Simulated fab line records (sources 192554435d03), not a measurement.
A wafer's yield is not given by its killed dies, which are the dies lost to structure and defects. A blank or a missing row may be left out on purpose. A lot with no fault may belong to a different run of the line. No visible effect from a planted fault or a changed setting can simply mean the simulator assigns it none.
Chamber matching :: flow n5_finfet :: 3 sister chambers for N5_MOL_CONTACT_COAG_ETCHBACK_135 on rie_diel-03
The step etches SiO2 in CHF3, target depth 25 nm, time 16.7 s. 6 wafers are shown with their chamber, then 6 later ones without.

== WAFERS PAIRED WITH THEIR CHAMBERS ==
wafer: L080.5
chamber: 0
showerhead_plenum_p_Torr (Torr): 2.51
throttle_valve_pct (%): 18.56

wafer: L086.1
chamber: 3
showerhead_plenum_p_Torr (Torr): 2.36
throttle_valve_pct (%): 18.79

wafer: L086.2
chamber: 0
showerhead_plenum_p_Torr (Torr): 2.50
throttle_valve_pct (%): 18.58

wafer: L086.3
chamber: 1
showerhead_plenum_p_Torr (Torr): 2.44
throttle_valve_pct (%): 18.41

wafer: L086.4
chamber: 1
showerhead_plenum_p_Torr (Torr): 2.44
throttle_valve_pct (%): 18.44

wafer: L086.5
chamber: 3
showerhead_plenum_p_Torr (Torr): 2.36
throttle_valve_pct (%): 18.81

== WAFERS WITH NO CHAMBER GIVEN ==
wafer: L086.6
showerhead_plenum_p_Torr (Torr): 2.50
throttle_valve_pct (%): 18.58

wafer: L089.2
showerhead_plenum_p_Torr (Torr): 2.36
throttle_valve_pct (%): 18.80

wafer: L089.4
showerhead_plenum_p_Torr (Torr): 2.44
throttle_valve_pct (%): 18.45

wafer: L095.1
showerhead_plenum_p_Torr (Torr): 2.49
throttle_valve_pct (%): 18.63

wafer: L095.4
showerhead_plenum_p_Torr (Torr): 2.43
throttle_valve_pct (%): 18.48

wafer: L095.5
showerhead_plenum_p_Torr (Torr): 2.49
throttle_valve_pct (%): 18.61

== THE CHAMBER EACH PASSED THROUGH ==
wafer: L086.6
from the rows above: 0
in truth: 0

wafer: L089.2
from the rows above: 3
in truth: 3

wafer: L089.4
from the rows above: 1
in truth: 1

wafer: L095.1
from the rows above: 0
in truth: 0

wafer: L095.4
from the rows above: 1
in truth: 1

wafer: L095.5
from the rows above: 0
in truth: 0
Correctly placed: 6 of 6. Number that these rows cannot place: 0. 0 placed wrongly.
How it was worked out, from the rows above alone: a wafer's distance from a chamber is the root of the sum, over the readings, of the square of ((its reading less the chamber's mean) divided by the reading's scatter). If the next closest chamber is less than 2 further off than the closest, the wafer can't be placed; otherwise it belongs to the closest. For every chamber, the mean is computed from those of its wafers that are shown. The scatter: the root of (the sum of the squares of (reading less its chamber's mean) over the shown wafers, divided by (wafers less chambers)).
